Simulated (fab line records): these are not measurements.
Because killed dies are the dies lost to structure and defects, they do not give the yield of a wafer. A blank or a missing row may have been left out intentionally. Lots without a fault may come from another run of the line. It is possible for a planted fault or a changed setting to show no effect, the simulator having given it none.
Chamber matching	flow n5_finfet	3 sister chambers for N5_BEOL_M5_PECVD_70 on pecvd-02
The step deposits SiO2 from TEOS/O2, target thk 16 nm, time 18 s. 3 wafers are shown with their chamber, then 8 later ones without.

## WAFERS PAIRED WITH THEIR CHAMBERS
wafer	chamber	showerhead_plenum_p_Torr (Torr)
L086.5	2	8.64
L086.6	1	8.77
L087.2	0	8.82

## WAFERS WHOSE CHAMBER IS MISSING
wafer	showerhead_plenum_p_Torr (Torr)
L087.4	8.64
L087.5	8.79
L088.2	8.79
L088.3	8.65
L088.5	8.74
L090.2	8.63
L090.3	8.76
L090.4	8.65

## CHAMBER TAKEN BY EACH
wafer	from the rows above	in truth
L087.4	2	2
L087.5	can't be placed: 1 or 0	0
L088.2	can't be placed: 1 or 0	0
L088.3	2	2
L088.5	1	1
L090.2	2	2
L090.3	1	1
L090.4	2	2
Placed correctly: 6 of 8. Unplaceable from these rows: 2, with the true chamber sitting among the candidates in 2. Placed wrongly: 0.
How it was worked out, from the rows above alone: a wafer's distance from a chamber is the root of the sum, over the readings, of the square of ((its reading less the chamber's mean) divided by the reading's scatter). The wafer belongs to the nearest chamber; if the next one is less than 2 further off, it can't be placed. For every chamber, the mean is computed from those of its wafers that are shown. The scatter (one wafer shown for each chamber): square how far every hidden wafer sits from the nearest shown wafer, average those squares and take the square root.
